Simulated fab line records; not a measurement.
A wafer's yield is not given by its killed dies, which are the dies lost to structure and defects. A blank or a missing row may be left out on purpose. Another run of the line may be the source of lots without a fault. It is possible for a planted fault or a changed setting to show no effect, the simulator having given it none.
fab line records :: flow n5-finfet :: part 2 of 2: steps 27 to 33 of 33
record
  lots=5
  wafers=15
  last-day=18
route steps=1938 shown BEOL_M12@1642 BEOL_M13@1659
lots untouched by any fault: they come from a run of this same line in which no faults occurred
start-h: start of the lot's first displayed wafer, in hours after the record's first day :: wait-h: how many hours have passed since the lot's step before this one :: " identical to the entry in the row above :: L1.1+2: a row that stands for several wafers :: - no value, or no start given :: * or withheld: withheld :: < > ~ a bound
route shown NAME@n: a module of which the file shows steps, and the number in the route of the first :: usual: the fault-free wafers' mean and standard deviation :: same: alike in all rows :: chamber/n: place in a boat :: sites: each site's reading :: _std_site: their standard deviation :: _edge_site: inner sites' mean taken away from outer sites' mean :: radius-mm: for every site, how far away it sits from the centre of the wafer :: mask NAME#n: copy n :: behind: the most recent tool/chamber to have shaped the wafer :: hold: reason for holding the lot/hours on hold/outcome of the hold :: device: which transistor (n, p or np) failed to switch :: end of line: the same wafers' tests at the end of the route :: where a step has no rows: the recipe by itself :: killed: not the wafer's yield, but the dies lost to structure and defects at the first sort :: map: a wafer's dies, x killed, . not, _ none there
set.NAME: the run value of the setting; set.NAME@STEP: its run value at that earlier step :: model.NAME: the simulator's own value behind a step, which no gauge read
lots at selected steps of the route; one table per step, one row per wafer
services: when a tool's chamber went out of use (start-h, in hours from the record's first day, below 0 if earlier), for how many hours, and the reason
## steps
# step N5_BEOL_M13_HARDBAKE_14
# recipe
  temp-c=130
  time-s=120
# usual
  plate-temp-C=130.01/0.15
lot.wafer: L086.2
tool: litho-track-03
chamber: 0
start-h: -
wait-h: -
plate-temp-C: 129.83

lot.wafer: L086.4
tool: litho-track-03
chamber: 0
start-h: -
wait-h: -
plate-temp-C: 129.98

lot.wafer: L086.5
tool: litho-track-03
chamber: 0
start-h: -
wait-h: -
plate-temp-C: 129.89

lot.wafer: L087.2
tool: litho-track-02
chamber: 0
start-h: -
wait-h: -
plate-temp-C: 130.12

lot.wafer: L087.4
tool: litho-track-02
chamber: 0
start-h: -
wait-h: -
plate-temp-C: 130.16

lot.wafer: L087.5
tool: litho-track-02
chamber: 0
start-h: -
wait-h: -
plate-temp-C: 130.29

lot.wafer: L089.1
tool: litho-track-01
chamber: 0
start-h: -
wait-h: -
plate-temp-C: 129.96

lot.wafer: L089.5
tool: litho-track-01
chamber: 0
start-h: -
wait-h: -
plate-temp-C: 130.02

lot.wafer: L089.6
tool: litho-track-01
chamber: 0
start-h: -
wait-h: -
plate-temp-C: 129.90

lot.wafer: L093.3
tool: litho-track-02
chamber: 0
start-h: -
wait-h: -
plate-temp-C: 129.94

lot.wafer: L093.5
tool: litho-track-02
chamber: 0
start-h: -
wait-h: -
plate-temp-C: 129.93

lot.wafer: L093.6
tool: litho-track-02
chamber: 0
start-h: -
wait-h: -
plate-temp-C: 130.24

lot.wafer: L096.1
tool: litho-track-01
chamber: 0
start-h: -
wait-h: -
plate-temp-C: 129.90

lot.wafer: L096.5
tool: litho-track-01
chamber: 0
start-h: -
wait-h: -
plate-temp-C: 130.03

lot.wafer: L096.6
tool: litho-track-01
chamber: 0
start-h: -
wait-h: -
plate-temp-C: 129.95
# step N5_BEOL_M13_CD_MEAS_10
# recipe
  target-cd-nm=190
  landing-energy-ev=500
  detector=se-inlens
  polarity=opening
# usual
  cd-nm=189.1/1.5
lot.wafer: L086.2
tool: cd-sem-03
chamber: 0
start-h: 328.33
wait-h: -
cd-nm: 189.8

lot.wafer: L086.4
tool: cd-sem-03
chamber: 0
start-h: 328.33
wait-h: -
cd-nm: 189.1

lot.wafer: L086.5
tool: cd-sem-03
chamber: 0
start-h: 328.33
wait-h: -
cd-nm: 189.4

lot.wafer: L087.2
tool: cd-sem-01
chamber: 0
start-h: 348.06
wait-h: -
cd-nm: 188.5

lot.wafer: L087.4
tool: cd-sem-01
chamber: 0
start-h: 348.06
wait-h: -
cd-nm: 187.0

lot.wafer: L087.5
tool: cd-sem-01
chamber: 0
start-h: 348.06
wait-h: -
cd-nm: 187.4

lot.wafer: L089.1
tool: cd-sem-01
chamber: 0
start-h: 354.70
wait-h: -
cd-nm: 188.0

lot.wafer: L089.5
tool: cd-sem-01
chamber: 0
start-h: 354.70
wait-h: -
cd-nm: 188.6

lot.wafer: L089.6
tool: cd-sem-01
chamber: 0
start-h: 354.70
wait-h: -
cd-nm: 186.5

lot.wafer: L093.3
tool: cd-sem-01
chamber: 0
start-h: 381.92
wait-h: -
cd-nm: 189.7

lot.wafer: L093.5
tool: cd-sem-01
chamber: 0
start-h: 381.92
wait-h: -
cd-nm: 189.1

lot.wafer: L093.6
tool: cd-sem-01
chamber: 0
start-h: 381.92
wait-h: -
cd-nm: 189.1

lot.wafer: L096.1
tool: cd-sem-01
chamber: 0
start-h: 398.53
wait-h: -
cd-nm: 187.1

lot.wafer: L096.5
tool: cd-sem-01
chamber: 0
start-h: 398.53
wait-h: -
cd-nm: 186.9

lot.wafer: L096.6
tool: cd-sem-01
chamber: 0
start-h: 398.53
wait-h: -
cd-nm: 186.6
# step N5_BEOL_M13_OVL_MEAS_11
# recipe
  points-per-wafer=44
# usual
  V12_OVL=3/5.5
lot.wafer: L086.2
tool: overlay-01
chamber: 0
start-h: 328.36
wait-h: 0.0
V12_OVL[nm]: -5

lot.wafer: L086.4
tool: overlay-01
chamber: 0
start-h: 328.36
wait-h: 0.0
V12_OVL[nm]: 3

lot.wafer: L086.5
tool: overlay-01
chamber: 0
start-h: 328.36
wait-h: 0.0
V12_OVL[nm]: -1

lot.wafer: L087.2
tool: overlay-02
chamber: 0
start-h: 348.09
wait-h: 0.0
V12_OVL[nm]: 2

lot.wafer: L087.4
tool: overlay-02
chamber: 0
start-h: 348.09
wait-h: 0.0
V12_OVL[nm]: 3

lot.wafer: L087.5
tool: overlay-02
chamber: 0
start-h: 348.09
wait-h: 0.0
V12_OVL[nm]: -4

lot.wafer: L089.1
tool: overlay-02
chamber: 0
start-h: 354.73
wait-h: 0.0
V12_OVL[nm]: 4

lot.wafer: L089.5
tool: overlay-02
chamber: 0
start-h: 354.73
wait-h: 0.0
V12_OVL[nm]: 5

lot.wafer: L089.6
tool: overlay-02
chamber: 0
start-h: 354.73
wait-h: 0.0
V12_OVL[nm]: 20

lot.wafer: L093.3
tool: overlay-02
chamber: 0
start-h: 381.94
wait-h: 0.0
V12_OVL[nm]: 0

lot.wafer: L093.5
tool: overlay-02
chamber: 0
start-h: 381.94
wait-h: 0.0
V12_OVL[nm]: 10

lot.wafer: L093.6
tool: overlay-02
chamber: 0
start-h: 381.94
wait-h: 0.0
V12_OVL[nm]: -9

lot.wafer: L096.1
tool: overlay-02
chamber: 0
start-h: 398.57
wait-h: 0.0
V12_OVL[nm]: 10

lot.wafer: L096.5
tool: overlay-02
chamber: 0
start-h: 398.57
wait-h: 0.0
V12_OVL[nm]: 4

lot.wafer: L096.6
tool: overlay-02
chamber: 0
start-h: 398.57
wait-h: 0.0
V12_OVL[nm]: -2
# step N5_BEOL_M13_INSPECT_12
# recipe
  mode=adi
  inspect-instrument=macro
# usual
  raw-defect-count=2.0/1.5
lot.wafer: L086.2
tool: defect-inspect-02
chamber: -
start-h: 328.38
wait-h: 0.0
raw-defect-count: 3

lot.wafer: L086.4
tool: defect-inspect-02
chamber: -
start-h: 328.38
wait-h: 0.0
raw-defect-count: 1

lot.wafer: L086.5
tool: defect-inspect-02
chamber: -
start-h: 328.38
wait-h: 0.0
raw-defect-count: 2

lot.wafer: L087.2
tool: defect-inspect-02
chamber: -
start-h: 348.12
wait-h: 0.0
raw-defect-count: 0

lot.wafer: L087.4
tool: defect-inspect-02
chamber: -
start-h: 348.12
wait-h: 0.0
raw-defect-count: 0

lot.wafer: L087.5
tool: defect-inspect-02
chamber: -
start-h: 348.12
wait-h: 0.0
raw-defect-count: 2

lot.wafer: L089.1
tool: defect-inspect-02
chamber: -
start-h: 354.75
wait-h: 0.0
raw-defect-count: 1

lot.wafer: L089.5
tool: defect-inspect-02
chamber: -
start-h: 354.75
wait-h: 0.0
raw-defect-count: 3

lot.wafer: L089.6
tool: defect-inspect-02
chamber: -
start-h: 354.75
wait-h: 0.0
raw-defect-count: 1

lot.wafer: L093.3
tool: defect-inspect-01
chamber: -
start-h: 381.97
wait-h: 0.0
raw-defect-count: 3

lot.wafer: L093.5
tool: defect-inspect-01
chamber: -
start-h: 381.97
wait-h: 0.0
raw-defect-count: 5

lot.wafer: L093.6
tool: defect-inspect-01
chamber: -
start-h: 381.97
wait-h: 0.0
raw-defect-count: 2

lot.wafer: L096.1
tool: defect-inspect-02
chamber: -
start-h: 398.59
wait-h: 0.0
raw-defect-count: 3

lot.wafer: L096.5
tool: defect-inspect-02
chamber: -
start-h: 398.59
wait-h: 0.0
raw-defect-count: 1

lot.wafer: L096.6
tool: defect-inspect-02
chamber: -
start-h: 398.59
wait-h: 0.0
raw-defect-count: 0
# step N5_BEOL_M13_DESCUM_15
# recipe
  chemistry=O2
  time-s=7.9
  source-power-w=50
  bias-power-w=20
  pressure-mtorr=20
  rf-frequency-hz=2.712e+07
  temp-c=40
  o2-flow-sccm=225
# usual
  drypump-motor-current-A=5.8/0.35
  oes-product-au=0.82/0.082
  rf-vpp-V=243.8/1.3
  showerhead-plenum-p-Torr=2.14/0.067
  throttle-valve-pct=20.42/0.23
lot.wafer: L086.2
tool: rie-diel-04
chamber: 0
start-h: 328.42
wait-h: 0.0
drypump-motor-current-A: 6.3
oes-product-au: 0.93
rf-hours-counter-h: 22
rf-vpp-V: 246.3
showerhead-plenum-p-Torr: 2.25
throttle-valve-pct: 20.54

lot.wafer: L086.4
tool: rie-diel-04
chamber: 2
start-h: 328.42
wait-h: 0.0
drypump-motor-current-A: 5.4
oes-product-au: 0.74
rf-hours-counter-h: 159
rf-vpp-V: 245.5
showerhead-plenum-p-Torr: 2.20
throttle-valve-pct: 20.73

lot.wafer: L086.5
tool: rie-diel-04
chamber: 2
start-h: 328.42
wait-h: 0.0
drypump-motor-current-A: 5.4
oes-product-au: 0.74
rf-hours-counter-h: -
rf-vpp-V: 243.1
showerhead-plenum-p-Torr: 2.20
throttle-valve-pct: 20.73

lot.wafer: L087.2
tool: rie-diel-02
chamber: 3
start-h: 348.15
wait-h: 0.0
drypump-motor-current-A: 5.9
oes-product-au: 0.82
rf-hours-counter-h: 90
rf-vpp-V: 242.0
showerhead-plenum-p-Torr: 2.13
throttle-valve-pct: 20.49

lot.wafer: L087.4
tool: rie-diel-02
chamber: 2
start-h: 348.15
wait-h: 0.0
drypump-motor-current-A: 5.3
oes-product-au: 0.83
rf-hours-counter-h: 78
rf-vpp-V: 242.2
showerhead-plenum-p-Torr: 2.12
throttle-valve-pct: 20.41

lot.wafer: L087.5
tool: rie-diel-02
chamber: 2
start-h: 348.15
wait-h: 0.0
drypump-motor-current-A: 5.3
oes-product-au: 0.84
rf-hours-counter-h: -
rf-vpp-V: 243.4
showerhead-plenum-p-Torr: 2.12
throttle-valve-pct: 20.44

lot.wafer: L089.1
tool: rie-diel-02
chamber: 1
start-h: 355.04
wait-h: 0.3
drypump-motor-current-A: 5.9
oes-product-au: 0.70
rf-hours-counter-h: 201
rf-vpp-V: 242.3
showerhead-plenum-p-Torr: 2.07
throttle-valve-pct: 20.72

lot.wafer: L089.5
tool: rie-diel-02
chamber: 2
start-h: 355.04
wait-h: 0.3
drypump-motor-current-A: 5.2
oes-product-au: 0.83
rf-hours-counter-h: -
rf-vpp-V: 243.0
showerhead-plenum-p-Torr: 2.11
throttle-valve-pct: 20.42

lot.wafer: L089.6
tool: rie-diel-02
chamber: 1
start-h: 355.04
wait-h: 0.3
drypump-motor-current-A: 5.9
oes-product-au: 0.70
rf-hours-counter-h: -
rf-vpp-V: 243.1
showerhead-plenum-p-Torr: 2.07
throttle-valve-pct: 20.72

lot.wafer: L093.3
tool: rie-diel-02
chamber: 1
start-h: 382.00
wait-h: 0.0
drypump-motor-current-A: 5.9
oes-product-au: 0.69
rf-hours-counter-h: 211
rf-vpp-V: 242.5
showerhead-plenum-p-Torr: 2.07
throttle-valve-pct: 20.74

lot.wafer: L093.5
tool: rie-diel-02
chamber: 1
start-h: 382.00
wait-h: 0.0
drypump-motor-current-A: 5.9
oes-product-au: 0.70
rf-hours-counter-h: -
rf-vpp-V: 244.0
showerhead-plenum-p-Torr: 2.07
throttle-valve-pct: 20.75

lot.wafer: L093.6
tool: rie-diel-02
chamber: 2
start-h: 382.00
wait-h: 0.0
drypump-motor-current-A: 5.2
oes-product-au: 0.83
rf-hours-counter-h: -
rf-vpp-V: 244.0
showerhead-plenum-p-Torr: 2.11
throttle-valve-pct: 20.44

lot.wafer: L096.1
tool: rie-diel-02
chamber: 3
start-h: 398.62
wait-h: 0.0
drypump-motor-current-A: 5.9
oes-product-au: 0.81
rf-hours-counter-h: 106
rf-vpp-V: 243.5
showerhead-plenum-p-Torr: 2.12
throttle-valve-pct: 20.51

lot.wafer: L096.5
tool: rie-diel-02
chamber: 0
start-h: 398.62
wait-h: 0.0
drypump-motor-current-A: 6.5
oes-product-au: 0.90
rf-hours-counter-h: -
rf-vpp-V: 245.9
showerhead-plenum-p-Torr: 2.20
throttle-valve-pct: 20.12

lot.wafer: L096.6
tool: rie-diel-02
chamber: 1
start-h: 398.62
wait-h: 0.0
drypump-motor-current-A: 5.9
oes-product-au: 0.68
rf-hours-counter-h: -
rf-vpp-V: 243.2
showerhead-plenum-p-Torr: 2.07
throttle-valve-pct: 20.74
# step N5_BEOL_M13_ETCH_59
# recipe
  chemistry=N2/H2
  target=BARC
  target-depth-a=890
  overetch-a=267
  time-s=67.9
  ion-energy-ev=200
  pressure-mtorr=30
  source-w=840
  bias-w=150
  n2-flow-sccm=200
  h2-flow-sccm=200
# usual
  drypump-motor-current-A=5.8/0.34
  oes-product-au=0.70/0.065
  rf-vpp-V=525.3/2.2
  showerhead-plenum-p-Torr=2.59/0.076
  throttle-valve-pct=17.89/0.26
lot.wafer: L086.2
tool: rie-diel-04
chamber: 0
start-h: 328.45
wait-h: 0.0
drypump-motor-current-A: 6.3
oes-product-au: 0.77
rf-hours-counter-h: 22
rf-vpp-V: 527.9
showerhead-plenum-p-Torr: 2.71
throttle-valve-pct: 17.87

lot.wafer: L086.4
tool: rie-diel-04
chamber: 2
start-h: 328.45
wait-h: 0.0
drypump-motor-current-A: 5.4
oes-product-au: 0.63
rf-hours-counter-h: 159
rf-vpp-V: 527.7
showerhead-plenum-p-Torr: 2.66
throttle-valve-pct: 18.03

lot.wafer: L086.5
tool: rie-diel-04
chamber: 2
start-h: 328.45
wait-h: 0.0
drypump-motor-current-A: 5.4
oes-product-au: 0.64
rf-hours-counter-h: -
rf-vpp-V: 527.6
showerhead-plenum-p-Torr: 2.66
throttle-valve-pct: 18.02

lot.wafer: L087.2
tool: rie-diel-02
chamber: 3
start-h: 348.18
wait-h: 0.0
drypump-motor-current-A: 5.9
oes-product-au: 0.71
rf-hours-counter-h: 90
rf-vpp-V: 525.0
showerhead-plenum-p-Torr: 2.57
throttle-valve-pct: 17.88

lot.wafer: L087.4
tool: rie-diel-02
chamber: 2
start-h: 348.18
wait-h: 0.0
drypump-motor-current-A: 5.3
oes-product-au: 0.72
rf-hours-counter-h: 78
rf-vpp-V: 526.1
showerhead-plenum-p-Torr: 2.58
throttle-valve-pct: 17.94

lot.wafer: L087.5
tool: rie-diel-02
chamber: 2
start-h: 348.18
wait-h: 0.0
drypump-motor-current-A: 5.3
oes-product-au: 0.72
rf-hours-counter-h: -
rf-vpp-V: 525.6
showerhead-plenum-p-Torr: 2.58
throttle-valve-pct: 17.94

lot.wafer: L089.1
tool: rie-diel-02
chamber: 1
start-h: 355.07
wait-h: 0.0
drypump-motor-current-A: 5.9
oes-product-au: 0.62
rf-hours-counter-h: 201
rf-vpp-V: 523.0
showerhead-plenum-p-Torr: 2.52
throttle-valve-pct: 18.30

lot.wafer: L089.5
tool: rie-diel-02
chamber: 2
start-h: 355.07
wait-h: 0.0
drypump-motor-current-A: 5.3
oes-product-au: 0.72
rf-hours-counter-h: -
rf-vpp-V: 525.7
showerhead-plenum-p-Torr: 2.58
throttle-valve-pct: 17.93

lot.wafer: L089.6
tool: rie-diel-02
chamber: 1
start-h: 355.07
wait-h: 0.0
drypump-motor-current-A: 5.9
oes-product-au: 0.61
rf-hours-counter-h: -
rf-vpp-V: 523.3
showerhead-plenum-p-Torr: 2.52
throttle-valve-pct: 18.30

lot.wafer: L093.3
tool: rie-diel-02
chamber: 1
start-h: 382.04
wait-h: 0.0
drypump-motor-current-A: 5.9
oes-product-au: 0.60
rf-hours-counter-h: 211
rf-vpp-V: 522.9
showerhead-plenum-p-Torr: 2.52
throttle-valve-pct: 18.30

lot.wafer: L093.5
tool: rie-diel-02
chamber: 1
start-h: 382.04
wait-h: 0.0
drypump-motor-current-A: 5.9
oes-product-au: 0.61
rf-hours-counter-h: -
rf-vpp-V: 521.5
showerhead-plenum-p-Torr: 2.52
throttle-valve-pct: 18.29

lot.wafer: L093.6
tool: rie-diel-02
chamber: 2
start-h: 382.04
wait-h: 0.0
drypump-motor-current-A: 5.2
oes-product-au: 0.71
rf-hours-counter-h: -
rf-vpp-V: 523.6
showerhead-plenum-p-Torr: 2.57
throttle-valve-pct: 17.95

lot.wafer: L096.1
tool: rie-diel-02
chamber: 3
start-h: 398.66
wait-h: 0.0
drypump-motor-current-A: 5.9
oes-product-au: 0.70
rf-hours-counter-h: 106
rf-vpp-V: 526.2
showerhead-plenum-p-Torr: 2.57
throttle-valve-pct: 17.91

lot.wafer: L096.5
tool: rie-diel-02
chamber: 0
start-h: 398.66
wait-h: 0.0
drypump-motor-current-A: 6.6
oes-product-au: 0.76
rf-hours-counter-h: -
rf-vpp-V: 528.5
showerhead-plenum-p-Torr: 2.69
throttle-valve-pct: 17.70

lot.wafer: L096.6
tool: rie-diel-02
chamber: 1
start-h: 398.66
wait-h: 0.0
drypump-motor-current-A: 5.9
oes-product-au: 0.60
rf-hours-counter-h: -
rf-vpp-V: 523.7
showerhead-plenum-p-Torr: 2.51
throttle-valve-pct: 18.31
# step N5_BEOL_M13_VIA_ETCH_16
# recipe
  chemistry=C4F8/O2/Ar
  target=SiOC
  pressure-mtorr=30
  source-w=3000
  bias-w=700
  Ar_flow_sccm=400
  C4F8_flow_sccm=15
  O2_flow_sccm=8
  he-inner-torr=15
  he-outer-torr=30
  target-depth-a=9217
  time-s=withheld
  ion-energy-ev=250
  ends=cleared
# usual
  drypump-motor-current-A=5.8/0.34
  oes-product-au=0.74/0.074
  rf-vpp-V=667.2/2.8
  showerhead-plenum-p-Torr=3.48/0.092
  throttle-valve-pct=24.21/0.24
lot.wafer: L086.2
tool: rie-diel-04
chamber: 0
start-h: 328.50
wait-h: 0.0
drypump-motor-current-A: 6.3
oes-product-au: 0.82
rf-vpp-V: 671.1
showerhead-plenum-p-Torr: 3.61
throttle-valve-pct: 24.19

lot.wafer: L086.4
tool: rie-diel-04
chamber: 2
start-h: 328.50
wait-h: 0.0
drypump-motor-current-A: 5.4
oes-product-au: 0.67
rf-vpp-V: 668.1
showerhead-plenum-p-Torr: 3.57
throttle-valve-pct: 24.40

lot.wafer: L086.5
tool: rie-diel-04
chamber: 2
start-h: 328.50
wait-h: 0.0
drypump-motor-current-A: 5.4
oes-product-au: 0.67
rf-vpp-V: 669.9
showerhead-plenum-p-Torr: 3.57
throttle-valve-pct: 24.43

lot.wafer: L087.2
tool: rie-diel-02
chamber: 3
start-h: 348.24
wait-h: 0.0
drypump-motor-current-A: 5.9
oes-product-au: 0.74
rf-vpp-V: 666.4
showerhead-plenum-p-Torr: 3.47
throttle-valve-pct: 24.29

lot.wafer: L087.4
tool: rie-diel-02
chamber: 2
start-h: 348.24
wait-h: 0.0
drypump-motor-current-A: 5.3
oes-product-au: 0.75
rf-vpp-V: 666.0
showerhead-plenum-p-Torr: 3.46
throttle-valve-pct: 24.26

lot.wafer: L087.5
tool: rie-diel-02
chamber: 2
start-h: 348.24
wait-h: 0.0
drypump-motor-current-A: 5.3
oes-product-au: 0.75
rf-vpp-V: 666.7
showerhead-plenum-p-Torr: 3.46
throttle-valve-pct: 24.27

lot.wafer: L089.1
tool: rie-diel-02
chamber: 1
start-h: 355.13
wait-h: 0.0
drypump-motor-current-A: 5.9
oes-product-au: 0.63
rf-vpp-V: 664.2
showerhead-plenum-p-Torr: 3.39
throttle-valve-pct: 24.53

lot.wafer: L089.5
tool: rie-diel-02
chamber: 2
start-h: 355.13
wait-h: 0.0
drypump-motor-current-A: 5.3
oes-product-au: 0.75
rf-vpp-V: 666.2
showerhead-plenum-p-Torr: 3.46
throttle-valve-pct: 24.25

lot.wafer: L089.6
tool: rie-diel-02
chamber: 1
start-h: 355.13
wait-h: 0.0
drypump-motor-current-A: 5.9
oes-product-au: 0.63
rf-vpp-V: 665.6
showerhead-plenum-p-Torr: 3.39
throttle-valve-pct: 24.53

lot.wafer: L093.3
tool: rie-diel-02
chamber: 1
start-h: 382.09
wait-h: 0.0
drypump-motor-current-A: 5.9
oes-product-au: 0.63
rf-vpp-V: 665.2
showerhead-plenum-p-Torr: 3.39
throttle-valve-pct: 24.53

lot.wafer: L093.5
tool: rie-diel-02
chamber: 1
start-h: 382.09
wait-h: 0.0
drypump-motor-current-A: 5.9
oes-product-au: 0.63
rf-vpp-V: 664.7
showerhead-plenum-p-Torr: 3.39
throttle-valve-pct: 24.54

lot.wafer: L093.6
tool: rie-diel-02
chamber: 2
start-h: 382.09
wait-h: 0.0
drypump-motor-current-A: 5.2
oes-product-au: 0.75
rf-vpp-V: 665.4
showerhead-plenum-p-Torr: 3.46
throttle-valve-pct: 24.27

lot.wafer: L096.1
tool: rie-diel-02
chamber: 3
start-h: 398.71
wait-h: 0.0
drypump-motor-current-A: 5.9
oes-product-au: 0.72
rf-vpp-V: 666.0
showerhead-plenum-p-Torr: 3.46
throttle-valve-pct: 24.29

lot.wafer: L096.5
tool: rie-diel-02
chamber: 0
start-h: 398.71
wait-h: 0.0
drypump-motor-current-A: 6.5
oes-product-au: 0.82
rf-vpp-V: 670.5
showerhead-plenum-p-Torr: 3.61
throttle-valve-pct: 24.06

lot.wafer: L096.6
tool: rie-diel-02
chamber: 1
start-h: 398.71
wait-h: 0.0
drypump-motor-current-A: 5.9
oes-product-au: 0.63
rf-vpp-V: 665.2
showerhead-plenum-p-Torr: 3.38
throttle-valve-pct: 24.56
## services
tool: cmp-03
chamber: -
start-h: 305.07
hours: 4.0
kind: pm

tool: litho-track-01
chamber: -
start-h: 307.21
hours: -
kind: consumable-replace:filter

tool: pecvd-02
chamber: 0
start-h: 317.96
hours: 2.1
kind: scheduled-down

tool: ecd-cu-02
chamber: -
start-h: 318.33
hours: 3.1
kind: repair

tool: krf-scanner-01
chamber: -
start-h: 320.34
hours: 0.8
kind: pm

tool: rie-diel-01
chamber: -
start-h: 322.39
hours: 0.2
kind: repair

tool: krf-scanner-02
chamber: -
start-h: 322.97
hours: 4.4
kind: pm

tool: cmp-03
chamber: -
start-h: 329.00
hours: 0.5
kind: repair

tool: krf-scanner-02
chamber: -
start-h: 332.78
hours: 1.0
kind: pm

tool: rie-diel-03
chamber: 1
start-h: 336.08
hours: 13.1
kind: repair

tool: pecvd-04
chamber: 0
start-h: 342.55
hours: 3.9
kind: repair

tool: cmp-04
chamber: -
start-h: 343.77
hours: 13.2
kind: pm

tool: ecd-cu-02
chamber: -
start-h: 349.92
hours: 0.8
kind: repair

tool: pvd-sputter-03
chamber: -
start-h: 350.34
hours: 3.1
kind: repair

tool: rie-diel-02
chamber: -
start-h: 350.76
hours: 0.6
kind: repair

tool: cmp-04
chamber: -
start-h: 359.60
hours: 0.8
kind: repair

tool: cmp-01
chamber: -
start-h: 364.87
hours: 1.2
kind: repair

tool: rie-diel-04
chamber: -
start-h: 369.49
hours: 0.5
kind: repair

tool: cmp-03
chamber: -
start-h: 370.78
hours: 6.8
kind: pm

tool: krf-scanner-02
chamber: -
start-h: 373.24
hours: 5.7
kind: repair

tool: cmp-01
chamber: -
start-h: 375.96
hours: 6.8
kind: repair

tool: plasma-asher-01
chamber: -
start-h: 386.02
hours: 5.7
kind: pm

tool: krf-scanner-01
chamber: -
start-h: 386.06
hours: 1.5
kind: repair

tool: krf-scanner-01
chamber: -
start-h: 396.39
hours: 1.0
kind: pm
